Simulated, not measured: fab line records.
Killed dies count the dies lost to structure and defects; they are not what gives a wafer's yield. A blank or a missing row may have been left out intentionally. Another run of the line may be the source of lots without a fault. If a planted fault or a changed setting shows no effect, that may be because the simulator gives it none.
Which of the tools did it? | flow nand_harc | 39 wafers from 13 lots sampled at 4 of the route's 1302 steps

WHAT EACH GAUGE READ, for each wafer
Not one reading of a measure or inspect step in the record can be checked against a usual standard deviation.

TOOL THAT RAN EACH LOT (tool first, then ch and the chambers of the sampled wafers, then the start)
lot  | NHARC_A_STAIRCASE_ETCH_271         | NHARC_A_STAIRCASE_HM_OPEN_457                 | NHARC_A_STAIRCASE_ETCH_452                    | NHARC_A_STAIRCASE_DEP_301
L347 | rie_diel-03 ch 1,3, day 16 17:47   | rie_diel-03 ch 0,3, day 17 10:07 or earlier   | rie_diel-10 ch 0,1,2, day 17 10:07 or earlier | pecvd-02 ch 0,1, day 17 10:07
L346 | rie_diel-09 ch 0,2,3, day 16 19:16 | rie_diel-09 ch 0,1,3, day 17 10:49 or earlier | rie_diel-03 ch 0,1,2, day 17 10:49 or earlier | pecvd-01 ch 0,2, day 17 10:49
L348 | rie_diel-09 ch 1,2,3, day 17 09:20 | rie_diel-09 ch 0,2,3, day 18 03:50 or earlier | rie_diel-09 ch 0,1,3, day 18 03:50 or earlier | pecvd-03 ch 0,1, day 18 03:50
L349 | rie_diel-09 ch 0,1,3, day 17 13:54 | rie_diel-09 ch 1,2,3, day 18 09:28 or earlier | rie_diel-10 ch 1,2,3, day 18 09:28 or earlier | pecvd-03 ch 0,1,2, day 18 09:28
L350 | rie_diel-03 ch 1,2,3, day 17 15:03 | rie_diel-03 ch 0,1,2, day 18 04:55 or earlier | rie_diel-10 ch 0,2,3, day 18 04:55 or earlier | pecvd-03 ch 1,2, day 18 04:55
L351 | rie_diel-03 ch 0,2,3, day 18 22:24 | rie_diel-03 ch 1,2,3, day 19 09:02 or earlier | rie_diel-10 ch 0,3, day 19 09:02 or earlier   | pecvd-01 ch 0,1, day 19 09:02
L352 | rie_diel-09 ch 1,2,3, day 19 05:44 | rie_diel-09 ch 1,3, day 19 16:26 or earlier   | rie_diel-09 ch 1,2,3, day 19 16:26 or earlier | pecvd-02 ch 0,1, day 19 16:26
L354 | rie_diel-03 ch 0,2,3, day 20 01:59 | rie_diel-03 ch 0,1, day 20 18:25 or earlier   | rie_diel-10 ch 0,1, day 20 18:25 or earlier   | pecvd-02 ch 0,1, day 20 18:25
L356 | rie_diel-09 ch 0,1, day 20 14:35   | rie_diel-09 ch 0,1, day 21 11:25 or earlier   | rie_diel-09 ch 0,2, day 21 11:25 or earlier   | pecvd-01 ch 1,2, day 21 11:25
L358 | rie_diel-10 ch 1,2, day 21 10:34   | rie_diel-10 ch 1,3, day 21 21:32 or earlier   | rie_diel-10 ch 0,1,2, day 21 21:32 or earlier | pecvd-02 ch 0,1,2, day 21 21:32
L359 | rie_diel-03 ch 0,3, day 21 14:16   | rie_diel-03 ch 0,1, day 22 00:55 or earlier   | rie_diel-03 ch 1,2, day 22 00:55 or earlier   | pecvd-03 ch 0,2, day 22 00:55
L357 | rie_diel-09 ch 0,2, day 21 14:38   | rie_diel-09 ch 2,3, day 22 01:10 or earlier   | rie_diel-10 ch 0,1,2, day 22 01:10 or earlier | pecvd-02 ch 0,1, day 22 01:10
L364 | rie_diel-09 ch 0,1,3, day 23 20:47 | rie_diel-09 ch 0,1,3, day 24 06:46 or earlier | rie_diel-09 ch 1,2,3, day 24 06:46 or earlier | pecvd-02 ch 0,2, day 24 06:46
- NHARC_A_STAIRCASE_ETCH_271: etches the open film in CF4/CHF3.
- NHARC_A_STAIRCASE_HM_OPEN_457: chemistry O2/COS.
- NHARC_A_STAIRCASE_ETCH_452: etches the open film in CF4/O2, target depth 30 nm, overetch 3 nm, time 16.5 s.
- NHARC_A_STAIRCASE_DEP_301: deposits SiON, target thk 30 nm.

WHAT THE TOOLS THEMSELVES READ (means of the sampled wafers that have a number; where no wafer has one, the mark that the record gives instead)
NHARC_A_STAIRCASE_ETCH_271. Usual: chamber_pressure_mTorr 24.999 mTorr, standard deviation 0.023; drypump_motor_current_A 5.6 A, standard deviation 0.45; oes_product_au 0.955 a.u., standard deviation 0.021; rf_vpp_V 370.8 V, standard deviation 1.9; showerhead_plenum_p_Torr 1.58 Torr, standard deviation 0.052; throttle_valve_pct 16.804 %, standard deviation 0.0091.
lot  | tool        | chamber_pressure_mTorr (mTorr) | drypump_motor_current_A (A) | oes_product_au (a.u.) | rf_vpp_V (V) | showerhead_plenum_p_Torr (Torr) | throttle_valve_pct (%) | flag
L347 | rie_diel-03 | 25.014                         | 5.8                         | 0.949                 | 370.4        | 1.55                            | 16.798                 |
L346 | rie_diel-09 | 24.990                         | 5.3                         | 0.971                 | 370.2        | 1.56                            | 16.800                 |
L348 | rie_diel-09 | 24.991                         | 5.6                         | 0.928                 | 370.2        | 1.59                            | 16.798                 |
L349 | rie_diel-09 | 25.003                         | 5.6                         | 0.981                 | 371.1        | 1.60                            | 16.797                 |
L350 | rie_diel-03 | 25.023                         | 5.6                         | 0.961                 | 371.2        | 1.59                            | 16.811                 |
L351 | rie_diel-03 | 25.000                         | 5.7                         | 0.976                 | 371.3        | 1.58                            | 16.800                 |
L352 | rie_diel-09 | 25.005                         | 5.6                         | 0.929                 | 371.2        | 1.59                            | 16.809                 |
L354 | rie_diel-03 | 24.994                         | 5.7                         | 0.947                 | 370.9        | 1.58                            | 16.801                 |
L356 | rie_diel-09 | 24.990                         | 5.5                         | 0.978                 | 371.6        | 1.57                            | 16.805                 |
L358 | rie_diel-10 | 24.997                         | 6.3                         | 0.966                 | 371.5        | 1.60                            | 16.806                 |
L359 | rie_diel-03 | 24.977                         | 5.9                         | 0.939                 | 369.8        | 1.53                            | 16.808                 |
L357 | rie_diel-09 | 25.002                         | 5.2                         | 0.946                 | 370.0        | 1.53                            | 16.809                 |
L364 | rie_diel-09 | 24.986                         | 5.6                         | 0.966                 | 370.8        | 1.59                            | 16.792                 |

NHARC_A_STAIRCASE_HM_OPEN_457. Usual: chamber_pressure_mTorr 20.002 mTorr, standard deviation 0.018; drypump_motor_current_A 5.6 A, standard deviation 0.45; oes_product_au 0.999 a.u., standard deviation 0.0097; rf_vpp_V 467.3 V, standard deviation 2.2; showerhead_plenum_p_Torr 3.13 Torr, standard deviation 0.1; throttle_valve_pct 28.331 %, standard deviation 0.0085.
lot  | tool        | chamber_pressure_mTorr (mTorr) | drypump_motor_current_A (A) | oes_product_au (a.u.) | rf_vpp_V (V) | showerhead_plenum_p_Torr (Torr) | throttle_valve_pct (%) | flag
L347 | rie_diel-03 | 20.008                         | 5.9                         | 1.001                 | 465.5        | 3.05                            | 28.339                 |
L346 | rie_diel-09 | 19.990                         | 5.6                         | 1.002                 | 467.9        | 3.17                            | 28.336                 |
L348 | rie_diel-09 | 19.988                         | 5.3                         | 0.999                 | 466.7        | 3.10                            | 28.327                 |
L349 | rie_diel-09 | 20.011                         | 5.6                         | 1.002                 | 468.7        | 3.15                            | 28.337                 |
L350 | rie_diel-03 | 20.006                         | 5.7                         | 0.993                 | 466.3        | 3.06                            | 28.325                 |
L351 | rie_diel-03 | 19.994                         | 5.7                         | 1.008                 | 467.1        | 3.16                            | 28.330                 |
L352 | rie_diel-09 | 20.000                         | 5.9                         | 1.001                 | 468.7        | 3.22                            | 28.331                 |
L354 | rie_diel-03 | 20.016                         | 5.8                         | 0.997                 | 464.7        | 2.97                            | 28.330                 |
L356 | rie_diel-09 | 20.002                         | 5.7                         | 0.997                 | 468.3        | 3.17                            | 28.333                 |
L358 | rie_diel-10 | 19.983                         | 5.8                         | 0.998                 | 466.0        | 3.10                            | 28.331                 |
L359 | rie_diel-03 | 20.007                         | 5.9                         | 1.000                 | 463.7        | 2.95                            | 28.330                 |
L357 | rie_diel-09 | 20.003                         | 5.3                         | 1.008                 | 466.4        | 3.07                            | 28.324                 |
L364 | rie_diel-09 | 20.010                         | 5.6                         | 1.000                 | 468.6        | 3.15                            | 28.320                 |

NHARC_A_STAIRCASE_ETCH_452. Usual: chamber_pressure_mTorr 30.000 mTorr, standard deviation 0.029; drypump_motor_current_A 5.6 A, standard deviation 0.5; oes_product_au 0.999 a.u., standard deviation 0.0092; rf_vpp_V 197.9 V, standard deviation 1.1; showerhead_plenum_p_Torr 1.34 Torr, standard deviation 0.045; throttle_valve_pct 13.398 %, standard deviation 0.0082.
lot  | tool        | chamber_pressure_mTorr (mTorr) | drypump_motor_current_A (A) | oes_product_au (a.u.) | rf_vpp_V (V) | showerhead_plenum_p_Torr (Torr) | throttle_valve_pct (%) | flag
L347 | rie_diel-10 | 30.017                         | 6.0                         | 1.001                 | 198.8        | 1.37                            | 13.398                 |
L346 | rie_diel-03 | 30.005                         | 5.6                         | 0.995                 | 197.1        | 1.31                            | 13.399                 |
L348 | rie_diel-09 | 30.017                         | 5.6                         | 1.013                 | 198.2        | 1.36                            | 13.396                 |
L349 | rie_diel-10 | 29.975                         | 5.7                         | 0.998                 | 197.7        | 1.36                            | 13.395                 |
L350 | rie_diel-10 | 30.028                         | 5.4                         | 0.998                 | 198.3        | 1.36                            | 13.403                 |
L351 | rie_diel-10 | 29.987                         | 5.2                         | 0.988                 | 198.0        | 1.34                            | 13.393                 |
L352 | rie_diel-09 | 29.996                         | 5.6                         | 0.997                 | 198.3        | 1.34                            | 13.395                 |
L354 | rie_diel-10 | 29.996                         | 6.1                         | 1.001                 | 197.2        | 1.33                            | 13.404                 |
L356 | rie_diel-09 | 29.989                         | 5.2                         | 1.015                 | 197.3        | 1.30                            | 13.403                 |
L358 | rie_diel-10 | 29.997                         | 6.0                         | 0.996                 | 198.7        | 1.36                            | 13.410                 |
L359 | rie_diel-03 | 29.971                         | 5.5                         | 1.001                 | 197.6        | 1.35                            | 13.394                 |
L357 | rie_diel-10 | 30.004                         | 6.0                         | 0.998                 | 198.7        | 1.36                            | 13.397                 |
L364 | rie_diel-09 | 30.004                         | 5.6                         | 0.991                 | 196.9        | 1.34                            | 13.405                 |

NHARC_A_STAIRCASE_DEP_301. Usual: heater_power_w 751 W, standard deviation 95; rf_fwd_power_W 348.9 W, standard deviation 1.2; showerhead_vpp_V 1129 V, standard deviation 28; susceptor_temp_C 399.98 C, standard deviation 0.24.
lot  | tool     | heater_power_w (W) | rf_fwd_power_W (W) | showerhead_vpp_V (V) | susceptor_temp_C (C) | flag
L347 | pecvd-02 | 723                | 349.7              | 1133                 | 399.97               |
L346 | pecvd-01 | 752                | 349.4              | 1135                 | 400.03               |
L348 | pecvd-03 | 696                | 347.6              | 1093                 | 400.17               |
L349 | pecvd-03 | 678                | 348.4              | 1115                 | 399.96               |
L350 | pecvd-03 | 706                | 349.0              | 1109                 | 399.79               |
L351 | pecvd-01 | 874                | 349.5              | 1152                 | 399.87               |
L352 | pecvd-02 | 691                | 348.4              | 1141                 | 400.12               |
L354 | pecvd-02 | 742                | 349.0              | 1139                 | 399.81               |
L356 | pecvd-01 | 858                | 349.3              | 1148                 | 399.91               |
L358 | pecvd-02 | 741                | 349.1              | 1134                 | 399.81               |
L359 | pecvd-03 | 723                | 347.1              | 1104                 | 400.30               |
L357 | pecvd-02 | 725                | 349.4              | 1124                 | 400.13               |
L364 | pecvd-02 | 773                | 443.7              | 1274                 | 399.93               | OFF

THE ANSWER, worked out from the rows above alone
Rule: a lot counts as off when the mean over its wafers that have a number is more than 3 standard deviations away from the usual mean. Also off: a lot with no number at a reading for which 4 or more lots have one. Any other lot the step has rows for is counted as sound. Order of review: gauges by route order, followed by the tools' own readings, for which a lot's mean as printed above is used. The first step at which some lot is off is used, and at that step the reading that is off furthest; a lot without a number counts as furthest.
Off at NHARC_A_STAIRCASE_DEP_301 (rf_fwd_power_W): L364.
If a tool, at that step or one of the process steps before it, ran each lot that is off and ran no sound lot following the first of them, it fits. With no start given for some of its lots, NHARC_A_STAIRCASE_HM_OPEN_457 uses the hours and lot order of NHARC_A_STAIRCASE_DEP_301. With no start given for some of its lots, NHARC_A_STAIRCASE_ETCH_452 uses the hours and lot order of NHARC_A_STAIRCASE_DEP_301. This does not decide it: 2 tools fit, namely rie_diel-09 at NHARC_A_STAIRCASE_ETCH_271 and NHARC_A_STAIRCASE_HM_OPEN_457 and NHARC_A_STAIRCASE_ETCH_452 and pecvd-02 at NHARC_A_STAIRCASE_DEP_301.

WHAT WAS PUT IN BY THE SIMULATOR
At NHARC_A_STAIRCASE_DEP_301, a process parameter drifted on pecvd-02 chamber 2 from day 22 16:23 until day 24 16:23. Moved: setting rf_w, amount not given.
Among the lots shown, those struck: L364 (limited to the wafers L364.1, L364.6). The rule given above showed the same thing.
